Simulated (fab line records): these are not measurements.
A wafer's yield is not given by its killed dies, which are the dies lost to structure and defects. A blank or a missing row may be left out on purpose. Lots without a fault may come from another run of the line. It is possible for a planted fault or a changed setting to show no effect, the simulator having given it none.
Which tool is to blame? :: flow n5 finfet :: 26 wafers from 10 lots sampled at 5 of the route's 1938 steps

WHAT THE GAUGES READ, wafer by wafer
N5_BEOL_M10_RS_MEAS_57: a four-point-probe measurement.
lot: L606
measured: day 11 20:14
on: film metro-01
M10_RS (ohm/sq): 0.1483 0.1541 0.1521

lot: L604
measured: day 11 23:40
on: film metro-01
M10_RS (ohm/sq): 0.1491 0.1569

lot: L605
measured: day 11 23:58
on: film metro-01
M10_RS (ohm/sq): 0.1514 0.1512 0.1524

lot: L609
measured: day 13 04:39
on: film metro-02
M10_RS (ohm/sq): 0.1465 0.1532

lot: L610
measured: day 13 07:23
on: film metro-02
M10_RS (ohm/sq): 0.1488 0.1516

lot: L613
measured: day 13 20:32
on: film metro-02
M10_RS (ohm/sq): 0.1515 0.1522

lot: L618
measured: day 15 05:32
on: film metro-02
M10_RS (ohm/sq): 0.1533 0.1500 0.1501

lot: L617
measured: day 15 06:01
on: film metro-01
M10_RS (ohm/sq): 0.1467 0.1478 0.1472

lot: L620
measured: day 15 12:59
on: film metro-01
M10_RS (ohm/sq): 0.1532 0.1492 0.1505

lot: L619
measured: day 15 16:01
on: film metro-01
M10_RS (ohm/sq): 0.1556 0.1548 0.1530

WHAT TOOL EACH LOT RAN ON (gives the tool, then ch and the chambers of the sampled wafers, and finally the start)
lot: L606
N5_BEOL_M10_PECVD_70: pecvd-03 ch 0,1,2, day 11 12:55
N5_BEOL_M10_TRENCH_ETCH_37: rie diel-06 ch 0,2,3, day 11 19:50 or earlier
N5_BEOL_M10_STRIP_77: rie diel-06 ch 0,2,3, day 11 19:50 or earlier
N5_BEOL_M10_CMP_52: cmp-04 ch 0,1,3, day 11 19:50

lot: L604
N5_BEOL_M10_PECVD_70: pecvd-04 ch 0,1, day 11 15:02
N5_BEOL_M10_TRENCH_ETCH_37: rie diel-03 ch 0,1, day 11 23:14 or earlier
N5_BEOL_M10_STRIP_77: rie diel-03 ch 0,1, day 11 23:14 or earlier
N5_BEOL_M10_CMP_52: cmp-04 ch 0,3, day 11 23:14

lot: L605
N5_BEOL_M10_PECVD_70: pecvd-03 ch 0,1,2, day 11 17:56
N5_BEOL_M10_TRENCH_ETCH_37: rie diel-01 ch 0,1,3, day 11 23:32 or earlier
N5_BEOL_M10_STRIP_77: rie diel-01 ch 0,1,3, day 11 23:32 or earlier
N5_BEOL_M10_CMP_52: cmp-02 ch 0,1,2, day 11 23:32

lot: L609
N5_BEOL_M10_PECVD_70: pecvd-03 ch 2, day 12 20:50
N5_BEOL_M10_TRENCH_ETCH_37: rie diel-03 ch 0,3, day 13 04:17 or earlier
N5_BEOL_M10_STRIP_77: rie diel-03 ch 0,3, day 13 04:17 or earlier
N5_BEOL_M10_CMP_52: cmp-04 ch 0,2, day 13 04:17

lot: L610
N5_BEOL_M10_PECVD_70: pecvd-03 ch 0,2, day 13 01:07
N5_BEOL_M10_TRENCH_ETCH_37: rie diel-06 ch 0,1, day 13 07:06 or earlier
N5_BEOL_M10_STRIP_77: rie diel-06 ch 0,1, day 13 07:06 or earlier
N5_BEOL_M10_CMP_52: cmp-03 ch 1,2, day 13 07:06

lot: L613
N5_BEOL_M10_PECVD_70: pecvd-03 ch 0,1, day 13 14:25
N5_BEOL_M10_TRENCH_ETCH_37: rie diel-03 ch 1,2, day 13 20:13 or earlier
N5_BEOL_M10_STRIP_77: rie diel-03 ch 1,2, day 13 20:13 or earlier
N5_BEOL_M10_CMP_52: cmp-03 ch 1,3, day 13 20:13

lot: L618
N5_BEOL_M10_PECVD_70: pecvd-01 ch 0,1,2, day 14 21:40
N5_BEOL_M10_TRENCH_ETCH_37: rie diel-01 ch 1,2,3, day 15 05:07 or earlier
N5_BEOL_M10_STRIP_77: rie diel-01 ch 1,2,3, day 15 05:07 or earlier
N5_BEOL_M10_CMP_52: cmp-03 ch 0,1,2, day 15 05:07

lot: L617
N5_BEOL_M10_PECVD_70: pecvd-01 ch 0,1,2, day 14 22:08
N5_BEOL_M10_TRENCH_ETCH_37: rie diel-06 ch 0,1,3, day 15 05:37 or earlier
N5_BEOL_M10_STRIP_77: rie diel-06 ch 0,1,3, day 15 05:37 or earlier
N5_BEOL_M10_CMP_52: cmp-04 ch 0,2,3, day 15 05:37

lot: L620
N5_BEOL_M10_PECVD_70: pecvd-04 ch 0,1,2, day 15 05:22
N5_BEOL_M10_TRENCH_ETCH_37: rie diel-06 ch 0,2,3, day 15 12:34 or earlier
N5_BEOL_M10_STRIP_77: rie diel-06 ch 0,2,3, day 15 12:34 or earlier
N5_BEOL_M10_CMP_52: cmp-03 ch 1,2,3, day 15 12:34

lot: L619
N5_BEOL_M10_PECVD_70: pecvd-01 ch 0,1,2, day 15 10:23
N5_BEOL_M10_TRENCH_ETCH_37: rie diel-01 ch 2,3, day 15 15:40 or earlier
N5_BEOL_M10_STRIP_77: rie diel-01 ch 2,3, day 15 15:40 or earlier
N5_BEOL_M10_CMP_52: cmp-03 ch 0,1,2, day 15 15:40
- N5_BEOL_M10_PECVD_70: deposits SiO2 from TEOS/O2, target thk 20 nm, time 22.7 s.
- N5_BEOL_M10_TRENCH_ETCH_37: etches SiCOH lowk in C4F6/O2, target depth 148.83 nm, time 48 s.
- N5_BEOL_M10_STRIP_77: strips in N2/H2, time 10 s.
- N5_BEOL_M10_CMP_52: polishes, stops on SiCOH lowk, t overpolish 7 s, target thk 140 nm.

THE ANSWER, worked out from the rows above alone
Rule: usual is defined by the lots themselves. The widest of any qualifying gaps counts: lots, ordered by their means at a reading, are off when they make up no more than a third of the lots, leave a main group of 4 or more, and stand apart from it by 3 or more times the standard deviation of that group's means. Not used: any main group whose means are identical at the precision the tables above print for the reading. Also off: a lot with no number at a reading for which 4 or more lots have one. The other lots that the step has rows for count as sound.
No lot is off at any reading shown: from this, nothing can be told.

WHAT THE SIMULATOR HAD INSERTED
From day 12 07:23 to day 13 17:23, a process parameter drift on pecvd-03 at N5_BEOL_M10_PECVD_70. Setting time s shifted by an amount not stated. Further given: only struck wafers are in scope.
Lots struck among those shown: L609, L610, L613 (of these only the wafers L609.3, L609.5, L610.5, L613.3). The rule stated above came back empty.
